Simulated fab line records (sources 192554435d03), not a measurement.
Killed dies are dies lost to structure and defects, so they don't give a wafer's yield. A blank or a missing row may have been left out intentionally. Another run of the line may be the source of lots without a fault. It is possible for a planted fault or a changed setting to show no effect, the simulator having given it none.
Comparing a struck lot with a sound one | flow n5 finfet | 15 steps out of a route of 1938
Sound: wafers L133.1, L133.3, L133.4. Wafers struck: L125.2, L125.3, L125.4. The cause is named last.
For every step that has rows: the tool of each side, followed by ch and its chambers, followed by its first start. Under that, the readings that differ: sound wafers | struck wafers | difference of the means | sigmas: that difference in standard deviations of wafers without a fault.
alike: same words and numbers on both sides, and readings whose means sit less than 2 such deviations apart. not compared: any withheld reading, any reading some wafer has no value for, any bound like >300 that may hide the same value, and any number with overlapping values for which the record gives no deviation.
A row with sigmas, a row that says differs or no value, or rows on one side alone: a step with any of these is where the two part. Non-overlapping numbers with no deviation appear without sigmas and do not part them. A reading missing from all wafers of one side parts the sides only when that side holds two or more wafers.

first, 8 steps without rows for these wafers: N5_BEOL_M7_COAT_59 (time 60 s, resist thk 100 nm); N5_BEOL_M7_COAT_60 (time 60 s, resist thk 35 nm); N5_BEOL_M7_COAT_05 (resist thk 90 nm); N5_BEOL_M7_EBR_07; N5_BEOL_M7_SOFTBAKE_06 (time 60 s); N5_BEOL_M7_EXPOSE_08 (exposes mask M7); N5_BEOL_M7_PEB_09 (peb time 60 s); N5_BEOL_M7_DEVELOP_10 (develop time 30 s).
N5_BEOL_M7_CD_MEAS_11: the cd target is 38.5 nm.
  sound on cd sem-03 ch 0, day 18 23:20; struck on cd sem-02 ch 0, day 18 18:17
  alike: cd nm
N5_BEOL_M7_OVL_MEAS_12:
  sound on overlay-01 ch 0, day 18 23:22; struck on overlay-02 ch 0, day 18 18:19
  alike: M7_OVL
N5_BEOL_M7_INSPECT_13: inspects for defects (brightfield).
  struck on defect inspect-01, day 18 18:20; sound on defect inspect-02, day 18 23:24
  alike: raw defect count
N5_BEOL_M7_DESCUM_16: chemistry O2, time 7.9 s.
  sound on rie diel-04 ch 0,1,3, day 18 23:26; struck on rie diel-01 ch 1,2,3, day 18 18:22
  alike: drypump motor current A, oes product au, rf vpp V, showerhead plenum p Torr, temp c, throttle valve pct
  not compared: rf hours counter h
N5_BEOL_M7_ETCH_61: etches SiARC in CF4, target depth 45.5 nm, time 75.8 s.
  sound on rie diel-04 ch 0,1,3, day 18 23:28; struck on rie diel-01 ch 1,2,3, day 18 18:24
  reading               | sound             | struck            | difference                    | sigmas
  bias w (W)            | 36.13 36.08 36.01 | - - -             | no value on the struck wafers |
  etch rf on time s (s) | 79.0 78.7 75.5    | 111.1 112.4 111.5 | +33.9                         | +20
  alike: drypump motor current A, oes product au, rf vpp V, showerhead plenum p Torr, throttle valve pct
  not compared: rf hours counter h
N5_BEOL_M7_ETCH_62: etches SOC in N2/H2, target depth 110 nm, overetch 22 nm, time 165 s.
  sound on rie diel-04 ch 0,1,3, day 18 23:31; struck on rie diel-01 ch 1,2,3, day 18 18:28
  alike: bias w, drypump motor current A, oes product au, rf vpp V, showerhead plenum p Torr, temp c, throttle valve pct
  not compared: rf hours counter h
-- here the record skips 4 days between the struck wafers' starts before and after, leaving off in module BEOL_M7 and picking up in module PASSIVATION (first step shown: number 1936 of the route) --
N5_PASSIVATION_PROBE_49:
  struck on prober-02, day 22 06:57; sound on prober-01, day 22 20:26
  alike: defect limited yield, killed_at_M0_to_M3, killed_at_M4_up, killed at contacts, killed at front end, killed at other, killed dies, killed open, killed short, sort_bin_5_function, sort_bin_6_memory, sort_bin_8_speed, sort n pass, sort yield pct

== WHERE THEY PART ==
N5_BEOL_M7_ETCH_61 only, going by this record. Later steps at which nothing parts them and some readings are alike: N5_BEOL_M7_ETCH_62, N5_PASSIVATION_PROBE_49.

WHY: what had been put in by the simulator
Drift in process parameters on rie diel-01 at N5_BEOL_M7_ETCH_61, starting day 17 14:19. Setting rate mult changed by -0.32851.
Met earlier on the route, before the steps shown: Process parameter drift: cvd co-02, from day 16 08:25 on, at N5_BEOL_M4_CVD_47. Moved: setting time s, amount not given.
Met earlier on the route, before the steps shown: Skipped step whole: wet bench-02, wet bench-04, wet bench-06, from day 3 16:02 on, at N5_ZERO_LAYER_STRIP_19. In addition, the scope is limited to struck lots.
